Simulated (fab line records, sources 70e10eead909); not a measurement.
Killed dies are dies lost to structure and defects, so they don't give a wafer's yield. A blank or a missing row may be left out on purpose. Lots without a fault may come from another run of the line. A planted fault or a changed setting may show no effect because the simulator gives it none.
A sampling plan put to the test | flow nand_harc | one fab line, 25 faults that these records tell of, each judged on the records of the lots that it struck
The plan is the line's own looks: the steps of the route at which a gauge or an inspection reads the wafer and doesn't change it. A look can be judged if struck wafers have a number there and the file gives its usual mean and standard deviation on fault-free wafers. Caught: at a look after the fault's first step, the mean of the struck wafers lies 4 or more of those standard deviations (sigma) from the usual mean. On the tool: the same test on the tool's own readings at the fault's steps. Another recipe on the struck wafers, or a record that is blank for them alone, also counts as caught.

THE FAULTS, as the simulator had put them in
1. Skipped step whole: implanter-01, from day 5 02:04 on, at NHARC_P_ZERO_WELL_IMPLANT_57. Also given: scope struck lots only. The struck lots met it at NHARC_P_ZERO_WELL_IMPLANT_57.
2. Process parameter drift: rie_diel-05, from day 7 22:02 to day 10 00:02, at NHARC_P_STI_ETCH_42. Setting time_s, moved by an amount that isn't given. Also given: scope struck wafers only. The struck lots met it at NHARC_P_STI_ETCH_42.
3. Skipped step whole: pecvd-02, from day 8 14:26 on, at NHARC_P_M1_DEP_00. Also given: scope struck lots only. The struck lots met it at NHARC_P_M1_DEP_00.
4. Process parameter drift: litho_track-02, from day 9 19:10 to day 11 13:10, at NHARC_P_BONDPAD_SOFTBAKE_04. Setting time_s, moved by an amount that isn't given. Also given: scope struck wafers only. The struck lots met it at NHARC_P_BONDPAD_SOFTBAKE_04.
5. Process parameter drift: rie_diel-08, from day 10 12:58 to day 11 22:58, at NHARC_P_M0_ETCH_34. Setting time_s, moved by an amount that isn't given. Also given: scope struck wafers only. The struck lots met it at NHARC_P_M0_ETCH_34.
6. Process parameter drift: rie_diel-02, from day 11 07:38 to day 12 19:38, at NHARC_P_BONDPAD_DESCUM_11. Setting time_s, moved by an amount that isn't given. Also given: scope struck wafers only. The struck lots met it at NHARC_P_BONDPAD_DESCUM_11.
7. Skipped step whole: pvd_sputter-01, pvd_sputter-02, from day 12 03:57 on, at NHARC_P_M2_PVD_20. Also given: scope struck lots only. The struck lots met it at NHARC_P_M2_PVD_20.
8. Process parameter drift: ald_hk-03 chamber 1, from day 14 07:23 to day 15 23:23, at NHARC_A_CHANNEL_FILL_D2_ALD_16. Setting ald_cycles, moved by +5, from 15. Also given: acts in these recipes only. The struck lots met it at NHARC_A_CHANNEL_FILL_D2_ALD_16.
9. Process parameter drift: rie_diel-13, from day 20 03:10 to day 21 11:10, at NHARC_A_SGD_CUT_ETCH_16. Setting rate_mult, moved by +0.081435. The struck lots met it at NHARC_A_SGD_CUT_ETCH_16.
10. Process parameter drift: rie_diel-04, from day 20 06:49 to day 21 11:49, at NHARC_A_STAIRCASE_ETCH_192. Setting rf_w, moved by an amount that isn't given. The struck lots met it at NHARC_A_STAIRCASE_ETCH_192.
11. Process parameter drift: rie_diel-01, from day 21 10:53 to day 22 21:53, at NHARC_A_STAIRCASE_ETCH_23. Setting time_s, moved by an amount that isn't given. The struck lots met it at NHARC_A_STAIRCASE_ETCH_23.
12. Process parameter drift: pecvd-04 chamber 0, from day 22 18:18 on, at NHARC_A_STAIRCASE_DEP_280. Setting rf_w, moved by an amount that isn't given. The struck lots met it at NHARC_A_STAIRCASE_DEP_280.
13. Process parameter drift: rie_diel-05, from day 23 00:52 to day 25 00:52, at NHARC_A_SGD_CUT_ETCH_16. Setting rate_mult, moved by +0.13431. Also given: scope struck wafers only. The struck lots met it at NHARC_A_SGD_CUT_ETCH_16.
14. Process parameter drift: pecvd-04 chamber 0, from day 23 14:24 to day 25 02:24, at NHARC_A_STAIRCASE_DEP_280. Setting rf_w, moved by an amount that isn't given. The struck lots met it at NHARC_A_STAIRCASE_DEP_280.
15. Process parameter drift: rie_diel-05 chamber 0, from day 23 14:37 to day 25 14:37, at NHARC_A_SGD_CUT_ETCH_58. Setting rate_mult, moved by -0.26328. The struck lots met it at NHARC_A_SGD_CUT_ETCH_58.
16. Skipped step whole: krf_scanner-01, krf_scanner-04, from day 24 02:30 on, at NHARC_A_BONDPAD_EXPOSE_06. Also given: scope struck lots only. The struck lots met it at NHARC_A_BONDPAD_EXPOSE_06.
17. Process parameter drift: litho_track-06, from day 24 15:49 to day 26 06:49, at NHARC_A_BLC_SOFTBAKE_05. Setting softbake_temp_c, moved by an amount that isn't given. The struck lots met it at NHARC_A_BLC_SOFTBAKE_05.
18. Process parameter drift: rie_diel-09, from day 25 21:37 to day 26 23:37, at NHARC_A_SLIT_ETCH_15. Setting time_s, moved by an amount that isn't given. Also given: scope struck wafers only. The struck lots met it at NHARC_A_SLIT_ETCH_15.
19. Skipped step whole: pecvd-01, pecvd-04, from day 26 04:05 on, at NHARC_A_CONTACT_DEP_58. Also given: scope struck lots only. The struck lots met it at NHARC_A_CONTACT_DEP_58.
20. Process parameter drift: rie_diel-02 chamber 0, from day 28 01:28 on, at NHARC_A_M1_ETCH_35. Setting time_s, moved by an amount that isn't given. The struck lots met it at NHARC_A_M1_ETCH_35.
21. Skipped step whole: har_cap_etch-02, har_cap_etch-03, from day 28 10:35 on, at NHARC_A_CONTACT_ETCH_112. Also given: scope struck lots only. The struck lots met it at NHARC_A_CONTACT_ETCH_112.
22. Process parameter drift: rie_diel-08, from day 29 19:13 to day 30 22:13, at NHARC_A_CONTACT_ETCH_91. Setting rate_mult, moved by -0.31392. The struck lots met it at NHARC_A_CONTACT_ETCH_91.
23. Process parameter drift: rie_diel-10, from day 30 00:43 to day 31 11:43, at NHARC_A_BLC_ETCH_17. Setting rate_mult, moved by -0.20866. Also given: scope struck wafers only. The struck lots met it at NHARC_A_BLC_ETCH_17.
24. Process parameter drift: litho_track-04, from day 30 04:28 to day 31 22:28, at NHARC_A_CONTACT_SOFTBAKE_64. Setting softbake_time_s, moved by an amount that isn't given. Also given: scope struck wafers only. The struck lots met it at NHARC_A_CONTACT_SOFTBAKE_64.
25. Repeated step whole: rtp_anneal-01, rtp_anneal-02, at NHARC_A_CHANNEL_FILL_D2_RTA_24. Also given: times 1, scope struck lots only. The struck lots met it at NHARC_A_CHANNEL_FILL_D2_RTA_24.

WHAT THE PLAN SAW
fault | on the tool itself                               | first look that catches it                      | reading, sigma | median hours from its first step to that look | hours from the fault's start to the first struck lot there | judged looks passed uncaught
1     | the tool's record is blank for the struck wafers | not the one look that can be judged after it    | -              | -                                             | -                                                          | 1
2     | run_length_s -31 sigma                           | none of the 2 looks that can be judged after it | -              | -                                             | -                                                          | 2
3     | the tool's record is blank for the struck wafers | no look after it can be judged                  | -              | -                                             | -                                                          | 0
4     | heater_power_total_W +12 sigma                   | not the one look that can be judged after it    | -              | -                                             | -                                                          | 1
5     | run_length_s -16 sigma                           | not the one look that can be judged after it    | -              | -                                             | -                                                          | 1
6     | run_length_s +5.6 sigma                          | none of the 2 looks that can be judged after it | -              | -                                             | -                                                          | 2
7     | the tool's record is blank for the struck wafers | no look after it can be judged                  | -              | -                                             | -                                                          | 0
8     | under 2 sigma                                    | not the one look that can be judged after it    | -              | -                                             | -                                                          | 1
9     | oes_product_au +4.2 sigma                        | no look after it can be judged                  | -              | -                                             | -                                                          | 0
10    | rf_fwd_power_W -34 sigma                         | not the one look that can be judged after it    | -              | -                                             | -                                                          | 1
11    | run_length_s -4.1 sigma                          | not the one look that can be judged after it    | -              | -                                             | -                                                          | 1
12    | rf_fwd_power_W -99 or beyond sigma               | not the one look that can be judged after it    | -              | -                                             | -                                                          | 1
13    | oes_product_au +5.1 sigma                        | no look after it can be judged                  | -              | -                                             | -                                                          | 0
14    | rf_fwd_power_W -99 or beyond sigma               | not the one look that can be judged after it    | -              | -                                             | -                                                          | 1
15    | oes_product_au -15 sigma                         | no look after it can be judged                  | -              | -                                             | -                                                          | 0
16    | no reading that can be judged                    | no look after it can be judged                  | -              | -                                             | -                                                          | 0
17    | heater_power_total_W -83 sigma                   | no look after it can be judged                  | -              | -                                             | -                                                          | 0
18    | run_length_s -99 or beyond sigma                 | no look after it can be judged                  | -              | -                                             | -                                                          | 0
19    | the tool's record is blank for the struck wafers | no look after it can be judged                  | -              | -                                             | -                                                          | 0
20    | run_length_s -21 sigma                           | no look after it can be judged                  | -              | -                                             | -                                                          | 0
21    | the tool's record is blank for the struck wafers | no look after it can be judged                  | -              | -                                             | -                                                          | 0
22    | oes_product_au -5.0 sigma                        | no look after it can be judged                  | -              | -                                             | -                                                          | 0
23    | oes_product_au -15 sigma                         | no look after it can be judged                  | -              | -                                             | -                                                          | 0
24    | heater_power_total_W +99 or beyond sigma         | no look after it can be judged                  | -              | -                                             | -                                                          | 0
25    | under 2 sigma                                    | no look after it can be judged                  | -              | -                                             | -                                                          | 0
A dash: the fault isn't caught, or these records don't give the number.

Caught at a look: 0 of 25. Caught on the tool: 22 of 25. By one or the other: 22 of 25.
Caught on the tool alone: faults 1, 2, 3, 4, 5, 6, 7, 9, 10, 11, 12, 13, 14, 15, 17, 18, 19, 20, 21, 22, 23, 24.
Caught by neither: faults 8, 16, 25.
